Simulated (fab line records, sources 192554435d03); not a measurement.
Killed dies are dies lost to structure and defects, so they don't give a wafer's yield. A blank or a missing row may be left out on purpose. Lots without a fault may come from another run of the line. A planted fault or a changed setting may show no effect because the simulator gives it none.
Chamber matching | flow n5_finfet | N5_HKMG_FIN_HK_ALD_01 on ald_hk-01: 4 sister chambers
The step deposits HfO2, target thk 1.6 nm, pulse time 3 s, purge time 3 s. 8 wafers are shown with their chamber, then 10 later ones without.

WAFERS WITH THEIR CHAMBER
wafer  | chamber | precursor_pulse_height_rel
L081.1 | 1       | 0.959
L086.2 | 1       | 1.022
L088.6 | 0       | 1.006
L089.3 | 2       | 1.000
L089.4 | 3       | 1.032
L089.6 | 3       | 1.024
L091.2 | 0       | 1.024
L091.4 | 2       | 0.995

WAFERS WITHOUT THEIR CHAMBER
wafer  | precursor_pulse_height_rel
L091.5 | 0.998
L095.2 | 0.996
L095.3 | 0.979
L095.5 | 1.036
L096.1 | 1.020
L096.2 | 0.987
L096.3 | 0.991
L096.4 | 1.008
L096.5 | 1.001
L096.6 | 1.028

WHICH CHAMBER EACH WENT THROUGH
wafer  | from the rows above               | in truth
L091.5 | can't be placed: 2 or 1 or 0 or 3 | 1
L095.2 | can't be placed: 2 or 1 or 0 or 3 | 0
L095.3 | can't be placed: 1 or 2 or 0 or 3 | 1
L095.5 | can't be placed: 3 or 0 or 2 or 1 | 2
L096.1 | can't be placed: 0 or 3 or 2 or 1 | 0
L096.2 | can't be placed: 1 or 2 or 0 or 3 | 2
L096.3 | can't be placed: 1 or 2 or 0 or 3 | 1
L096.4 | can't be placed: 0 or 2 or 1 or 3 | 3
L096.5 | can't be placed: 2 or 1 or 0 or 3 | 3
L096.6 | can't be placed: 3 or 0 or 2 or 1 | 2
Placed correctly: 0 of 10. Can't be placed from these rows: 10 (the true chamber is among the candidates in 10). Placed wrongly: 0.
How it was worked out, from the rows above alone: a wafer's distance from a chamber is the root of the sum, over the readings, of the square of ((its reading less the chamber's mean) divided by the reading's scatter). The wafer belongs to the nearest chamber; if the next one is less than 2 further off, it can't be placed. A chamber's mean is the mean of its shown wafers. The scatter: the root of (the sum of the squares of (reading less its chamber's mean) over the shown wafers, divided by (wafers less chambers)).
